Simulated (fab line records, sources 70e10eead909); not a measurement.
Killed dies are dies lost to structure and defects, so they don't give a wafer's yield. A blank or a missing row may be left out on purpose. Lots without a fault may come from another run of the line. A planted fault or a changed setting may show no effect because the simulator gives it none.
One fault seen from 2 desks | flow nand_harc | each desk has only its own numbers; what lay behind them comes last

THE METROLOGY DESK
What the gauges read, lot by lot, whatever tool the lot ran on: means of the sampled wafers that have a number. A lot is out of limits, marked OUT, if its mean lies more than 4 standard deviations from the usual mean; the brackets give that distance.
Columns: A = thk_nm at NHARC_THIN_TSV_THK_MEAS_02, usual 3033 nm; B = cd_nm at NHARC_THIN_TSV_CD_MEAS_37, usual 5000.3 nm
lot  | first seen here | A    | B
L902 | day 23 16:41    | 2850 | 5001.3
L904 | day 24 07:45    | 2922 | 4998.3
L906 | day 25 13:04    | 3065 | 5002.0
L907 | day 26 09:17    | 2780 | 4996.9
L908 | day 26 21:11    | 3151 | 4998.1
L909 | day 27 03:06    | 2949 | 5001.1
L911 | day 27 22:34    | 3135 | 4998.1
L912 | day 28 03:17    | 3118 | 5000.9
L913 | day 28 11:10    | 2764 | 5000.0
L914 | day 28 14:17    | 3105 | 4998.6
L917 | day 29 19:55    | 3109 | 4999.4
L923 | day 32 18:06    | 3200 | 5005.1
L925 | day 33 07:26    | 3177 | 5003.5
This desk's finding: nothing out of limits on any of the 13 lots.

THE TOOL OWNER'S DESK: wet_bench-05
The tool's own readings at NHARC_A_STAIRCASE_STRIP_255 (strips in SPM, time 900 s): means of the sampled wafers that have a number, for each lot that ran on this tool. A lot is out of limits, marked OUT, if its mean lies more than 4 standard deviations from the usual mean; the brackets give that distance.
Columns: A = bath_guard_temp_C at NHARC_A_STAIRCASE_STRIP_255, usual 130.1 C; B = temp_c at NHARC_A_STAIRCASE_STRIP_255, usual 129.99 C
lot  | first seen here | A     | B
L902 | day 15 21:25    | 130.1 | 130.07
L904 | day 16 16:56    | 129.7 | 129.93
L914 | day 20 17:55    | 129.6 | 129.98
L913 | day 20 19:59    | 129.8 | 129.96
L912 | day 20 22:54    | 129.9 | 130.06
L917 | day 22 18:40    | 130.1 | 130.04
This desk's finding: nothing out of limits on any of the 6 lots.

PUT TOGETHER
The metrology desk saw nothing out of limits.
The tool owner's desk saw nothing out of limits.

WHAT THE SIMULATOR HAD PUT IN
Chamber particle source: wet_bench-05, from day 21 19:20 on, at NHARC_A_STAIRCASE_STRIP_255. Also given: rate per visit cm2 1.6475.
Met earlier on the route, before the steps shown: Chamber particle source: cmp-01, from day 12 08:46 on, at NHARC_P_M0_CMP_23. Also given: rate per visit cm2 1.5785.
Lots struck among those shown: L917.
